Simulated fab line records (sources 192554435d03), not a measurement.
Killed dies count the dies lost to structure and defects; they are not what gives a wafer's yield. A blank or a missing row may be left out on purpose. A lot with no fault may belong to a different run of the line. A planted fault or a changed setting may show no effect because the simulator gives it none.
Struck lot and sound lot, side by side || flow n5-finfet || 15 steps out of a route of 1938
Sound: the wafers L482.1, L482.4, L482.5. Struck: wafers L478.2, L478.6 (left out: L478.1, a lot-mate that was not struck); the cause follows at the end.
At each step with rows: each side's tool, then ch and its chambers, then its first start. Under that, the readings that differ: sound wafers || struck wafers || difference of the means || sigmas: that difference in standard deviations of wafers without a fault.
alike: a reading whose means differ by less than 2 such deviations, as well as words and numbers matching on both sides. not compared: withheld readings; readings where some wafer has no value; bounds like >300 that might hide an equal value; numbers whose values overlap and for which the record gives no deviation.
Wherever a step has rows on one side only, a row that says differs or no value, or a row with sigmas, the two part there. Non-overlapping numbers with no deviation appear without sigmas and do not part them. A reading that every wafer of one side lacks parts them only if that side has two wafers or more.

first, 1 step without rows for these wafers: N5_GATE_CUT_ETCH_28 (etches underlayer in N2/H2, target depth 13 nm, time 10.4 s).
N5_GATE_CUT_ETCH_36: etches SiARC in CF4, target depth 13 nm, time 21.7 s.
  sound on rie-diel-01 ch 1,2,3, day 8 17:06; struck on rie-diel-04 ch 1,2, day 7 20:03
{"reading": "showerhead-plenum-p-Torr (Torr)", "sound": "2.10 2.08 2.15", "struck": "2.28 2.27", "difference": "+0.17", "sigmas": "+2"}
  alike: drypump-motor-current-A, etch-rf-on-time-s, oes-product-au, rf-vpp-V, throttle-valve-pct
  not compared: rf-hours-counter-h
then, 4 steps without rows for these wafers: N5_GATE_CUT_ETCH_37 (etches SOC in N2/H2, target depth 60 nm, overetch 12 nm, time 90 s); N5_GATE_CUT_STRIP_38 (strips in N2/H2); N5_GATE_CUT_STRIP_39 (strips in N2/H2); N5_GATE_CUT_HM_OPEN_40 (chemistry C4F6/O2, target SiO2, target depth 139 nm, time 85.1 s).
N5_GATE_CUT_STRIP_41: strips in CF4.
  sound on rie-diel-01 ch 1,2,3, day 8 17:17; struck on rie-diel-04 ch 1,2, day 7 20:13
{"reading": "showerhead-plenum-p-Torr (Torr)", "sound": "1.77 1.74 1.80", "struck": "1.92 1.91", "difference": "+0.15", "sigmas": "+2"}
  alike: bias-power-w, drypump-motor-current-A, oes-product-au, rf-vpp-V, throttle-valve-pct
  not compared: rf-hours-counter-h
N5_GATE_CUT_STRIP_42: strips in O2.
  sound on rie-diel-01 ch 1,2,3, day 8 17:18; struck on rie-diel-04 ch 1,2, day 7 20:14
{"reading": "showerhead-plenum-p-Torr (Torr)", "sound": "2.03 2.04 2.10", "struck": "2.23 2.22", "difference": "+0.17", "sigmas": "+2"}
  alike: drypump-motor-current-A, oes-product-au, rf-vpp-V, throttle-valve-pct
  not compared: rf-hours-counter-h
then, 1 step without rows for these wafers: N5_GATE_CUT_ETCH_19 (etches SiNx in CH3F/O2, target depth 53.7 nm, time 76.7 s).
N5_GATE_CUT_CUT_ETCH_53: etches W in SF6/Cl2, target depth 79.2 nm.
  sound on rie-metal-02 ch 1, day 8 17:26; struck on rie-metal-03 ch 0, day 7 20:23
{"reading": "etch-rf-on-time-s (s)", "sound": "26.8 26.9 27.2", "struck": "25.8 26.0", "difference": -1.1, "sigmas": -2}
  alike: drypump-motor-current-A, oes-product-au, throttle-valve-pct
  not compared: rf-hours-counter-h
N5_GATE_CUT_CUT_ETCH_54: etches TiN in Cl2/BCl3, target depth 96.7 nm.
  sound on rie-metal-02 ch 1, day 8 17:30; struck on rie-metal-03 ch 0, day 7 20:27
  alike: drypump-motor-current-A, etch-rf-on-time-s, oes-product-au, throttle-valve-pct
  not compared: rf-hours-counter-h
then, 1 step without rows for these wafers: N5_GATE_CUT_CUT_ETCH_55 (etches HfO2 in BCl3, target depth 3.2 nm).
N5_GATE_CUT_ETCH_47: etches SiO2 in Cl2/BCl3, target depth 10 nm.
  sound on rie-metal-02 ch 1, day 8 17:35; struck on rie-metal-03 ch 0, day 7 20:32
{"reading": "model.etch.depth-nm (nm)", "sound": "9.87 9.809 9.837", "struck": "8.393 8.334", "difference": -1.475, "sigmas": ""}
  alike: drypump-motor-current-A, oes-product-au, throttle-valve-pct
  not compared: rf-hours-counter-h
then, 2 steps without rows for these wafers: N5_GATE_CUT_VAPOR_ETCH_48 (etches TiN in BCl3/Cl2); N5_PASSIVATION_PROBE_49.

WHERE THEY PART
At N5_GATE_CUT_ETCH_36 first; at N5_GATE_CUT_CUT_ETCH_53 last (within this record only). Later steps at which nothing parts them and some readings are alike: N5_GATE_CUT_CUT_ETCH_54, N5_GATE_CUT_ETCH_47.

WHY: the cause the simulator had injected
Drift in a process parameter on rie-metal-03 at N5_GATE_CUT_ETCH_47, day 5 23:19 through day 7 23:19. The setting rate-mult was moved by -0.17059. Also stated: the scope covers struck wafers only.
